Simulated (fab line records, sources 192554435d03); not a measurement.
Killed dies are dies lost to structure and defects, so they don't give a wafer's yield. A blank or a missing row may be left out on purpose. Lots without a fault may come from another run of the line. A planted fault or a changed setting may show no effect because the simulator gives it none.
fab line records | flow n5_finfet
record lots=7 wafers=39
route steps=1938 shown DUMMY_GATE@215 MOL_CONTACT_COAG@547
start_h: hours from the record's first day to the start of the lot's first wafer shown | wait_h: hours since the lot's step before | " the same as in the row above | L1.1+2: a row that stands for several wafers | - no value, or no start given | * or withheld: withheld | < > ~ a bound
route shown NAME@n: a module of which the file shows steps, and the number in the route of the first | usual: mean/standard deviation of fault-free wafers | same: alike in all rows | chamber/n: place in a boat | sites: the reading at each site | _std_site: their standard deviation | _edge_site: outer sites' mean less inner sites' | radius_mm: how far each site lies from the wafer's centre | mask NAME#n: copy n | behind: the tool/chamber that last shaped the wafer | hold: why the lot was held/for how many hours/how that ended | device: the transistor (n, p or np) that didn't switch | end of line: the same wafers' tests at the end of the route | a step without rows: its recipe alone | killed: dies lost to structure and defects at the first sort, not the wafer's yield | map: a wafer's dies, x killed, . not, _ none there
set.NAME: the setting as run; set.NAME@STEP: as run at that earlier step | model.NAME: the simulator's own value behind a step, which no gauge read
lots whose settings were changed on purpose; a table a step, a row a wafer
## steps
# step N5_DUMMY_GATE_CVD_03
# recipe material=a-Si target_thk_a=1500 temp_c=530 precursor=SiH4 time_s=8042
# columns lot.wafer tool chamber start_h wait_h set.temp_c model.a-Si_of_DUMMY_GATE_CVD_03.thk_nm
L075.1 - - - 0.1 541.8 206
L075.2 " - " " 541.8 204.4
L075.3 " - " " 541.8 205.2
L075.4 " - " " 541.8 205
L075.5 " - " " 541.8 206.6
L075.6 " - " " 541.8 205.8
L083.1 - - - 0.1 523.6 124.4
L083.2+5 " - " " 523.6 123.8
L083.3 " - " " 523.6 123.4
L083.4 " - " " 523.6 124.2
L083.6 " - " " 523.6 123
L084.1 - - - 0.1 516 99
L084.2+4 " - " " 516 99.4
L084.3 " - " " 516 98.8
L084.5 " - " " 516 98.6
L084.6 " - " " 516 97.2
L090.1+5+6 - - - 0.1 530 148.8
L090.2 " - " " 530 149.6
L090.3 " - " " 530 150.4
L090.4 " - " " 530 148.4
L093.1 lpcvd-02 1/90 152.43 0.1 530 148
L093.3 " 1/100 " " 530 149
L093.4 " 1/104 " " 530 148.6
L096.1+3 - - - 0.1 551 265.4
L096.2 " - " " 551 265
L096.4 " - " " 551 264.6
L096.5 " - " " 551 265.6
L096.6 " - " " 551 266.8
L097.1+3+5 - - - 0.1 510.9 87
L097.2+4+6 " - " " 510.9 87.4
# step N5_DUMMY_GATE_ETCH_37
# recipe chemistry=N2/H2 target=SOC target_depth_a=600 overetch_a=300 temp_c=40 ion_energy_ev=200 pressure_mtorr=30 source_w=840 bias_w=150 n2_flow_sccm=200 h2_flow_sccm=200
# usual rf_vpp_V=525.8/2.2
# columns lot.wafer tool chamber start_h wait_h set.source_w rf_vpp_V
L075.1 rie_diel-04 0 56.09 0.0 951.2 504.0
L075.2 " 1 " " 951.2 499.3
L075.3 " 3 " " 840 523.8
L075.4 " 2 " " 840 524.8
L075.5 " 3 " " 840 523.7
L075.6 " 2 " " 951.2 501.6
L083.1 rie_diel-04 3 101.59 0.0 840 523.5
L083.2 " 0 " " 840 525.5
L083.3 " 1 " " 840 519.9
L083.4 " 2 " " 840 525.2
L083.5 " 0 " " 840 526.0
L083.6 " 1 " " 840 519.6
L084.1 rie_diel-02 0 108.10 0.0 763.5 544.2
L084.2 " 1 " " 840 528.1
L084.3 " 2 " " 763.5 543.8
L084.4 " 3 " " 763.5 545.1
L084.5 " 0 " " 840 526.5
L084.6 " 3 " " 840 527.6
L090.1 rie_diel-02 3 147.01 0.0 892.9 518.1
L090.2 " 2 " " 840 527.2
L090.3 " 0 " " 840 526.7
L090.4 " 1 " " 892.9 515.6
L090.5 " 0 " " 892.9 515.5
L090.6 " 1 " " 840 527.5
L093.1 rie_diel-04 1 162.97 0.0 840 521.1
L093.3 " 0 " " 840 526.5
L093.4 " 2 " " 840 524.6
L096.1 rie_diel-02 0 177.83 0.0 840 526.6
L096.2 " 3 " " 840 527.8
L096.3 " 1 " " 840 526.4
L096.4 " 2 " " 840 527.9
L096.5 " 0 " " 840 527.0
L096.6 " 1 " " 840 526.5
L097.1 rie_diel-04 3 184.05 0.0 840 524.0
L097.2 " 0 " " 977.2 499.8
L097.3 " 2 " " 840 523.9
L097.4 " 2 " " 977.2 498.3
L097.5 " 0 " " 840 525.8
L097.6 " 3 " " 977.2 496.8
# step N5_DUMMY_GATE_ETCH_32
# recipe chemistry=CF4 target=SiO2 target_depth_a=35 time_s=3.9 ion_energy_ev=350 pressure_mtorr=10 icp_w=800 bias_w=400 cf4_flow_sccm=80
# columns lot.wafer tool chamber start_h wait_h set.time_s model.etch.depth_nm
L075.1 rie_si-02 2 56.63 0.1 3.9 3.48
L075.2+5 " 1,3 " " 4.283 3.838
L075.3 " 3 " " 3.9 3.515
L075.4 " 0 " " 4.283 3.792
L075.6 " 2 " " 3.9 3.479
L083.1 rie_si-04 0 102.12 0.1 3.027 2.673
L083.2 " 1 " " 3.027 2.729
L083.3 " 3 " " 3.9 3.506
L083.4 " 2 " " 3.9 3.475
L083.5 " 1 " " 3.027 2.756
L083.6 " 0 " " 3.9 3.438
L084.1 rie_si-02 3 108.62 0.1 3.9 3.522
L084.2 " 0 " " 3.203 2.839
L084.3 " 2 " " 3.203 2.894
L084.4 " 1 " " 3.203 2.86
L084.5 " 3 " " 3.9 3.537
L084.6 " 0 " " 3.9 3.461
L090.1 rie_si-02 2 147.53 0.1 3.9 3.488
L090.2 " 1 " " 4.5 4.003
L090.3 " 0 " " 3.9 3.461
L090.4 " 3 " " 3.9 3.516
L090.5 " 3 " " 4.5 4.049
L090.6 " 0 " " 4.5 3.985
L093.1 rie_si-02 1 163.50 0.1 3.9 3.478
L093.3 " 3 " " 3.9 3.514
L093.4 " 0 " " 3.9 3.455
L096.1 rie_si-02 3 178.35 0.1 3.324 2.986
L096.2 " 1 " " 3.9 3.486
L096.3 " 0 " " 3.9 3.451
L096.4 " 2 " " 3.324 3.023
L096.5 " 2 " " 3.324 2.977
L096.6 " 3 " " 3.9 3.524
L097.1 rie_si-02 3 184.71 0.1 3.9 3.544
L097.2 " 2 " " 3.9 3.483
L097.3 " 0 " " 3.9 3.422
L097.4 " 1 " " 4.82 4.308
L097.5 " 2 " " 4.82 4.361
L097.6 " 3 " " 4.82 4.388
# step N5_MOL_CONTACT_COAG_SPUTTER_143
# recipe material=Co target_thk_a=25 temp_c=25 chamber_pressure_pa=0.2
# columns lot.wafer tool chamber start_h wait_h set.target_thk_a model.Co_of_MOL_CONTACT_COAG_SPUTTER_143.thk_nm
L075.1+2+3 pvd_sputter-02 - 100.06 0.0 26.99 2.6
L075.4+5 " - " " 25 2.6
L075.6 " - " " 25 2.4
L083.1+3 pvd_sputter-01 - 151.23 0.0 21.74 2
L083.2+5+6 " - " " 25 2.4
L083.4 " - " " 21.74 2.2
L084.1+2+3+4+5+6 pvd_sputter-03 - 154.48 0.0 25 2.6
L090.1 pvd_sputter-03 - 195.42 0.0 21.44 2
L090.2+5 " - " " 21.44 2.2
L090.3+4+6 " - " " 25 2.6
L093.1+3+4 pvd_sputter-03 - 207.26 0.0 25 2.6
L096.1+2 pvd_sputter-01 - 229.29 0.0 25 2.6
L096.3+5+6 " - " " 27.77 2.8
L096.4 " - " " 25 2.4
L097.1+4+5 pvd_sputter-01 - 235.98 0.0 25 2.4
L097.2+3+6 " - " " 22.5 2.2
## key
split step=N5_DUMMY_GATE_CVD_03 setting=temp_c stated=530 by=lot
response step=N5_DUMMY_GATE_CVD_03 reading=model.a-Si_of_DUMMY_GATE_CVD_03.thk_nm change=+23.4 per=1% r=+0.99
split step=N5_DUMMY_GATE_ETCH_37 setting=source_w stated=840 by=wafer
response step=N5_DUMMY_GATE_ETCH_37 reading=rf_vpp_V change=-1.68 per=1% r=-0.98
split step=N5_DUMMY_GATE_ETCH_32 setting=time_s stated=3.9 by=wafer
response step=N5_DUMMY_GATE_ETCH_32 reading=model.etch.depth_nm change=+0.035 per=1% r=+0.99
split step=N5_MOL_CONTACT_COAG_SPUTTER_143 setting=target_thk_a stated=25 by=wafer
response step=N5_MOL_CONTACT_COAG_SPUTTER_143 reading=model.Co_of_MOL_CONTACT_COAG_SPUTTER_143.thk_nm change=+0.025 per=1% r=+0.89
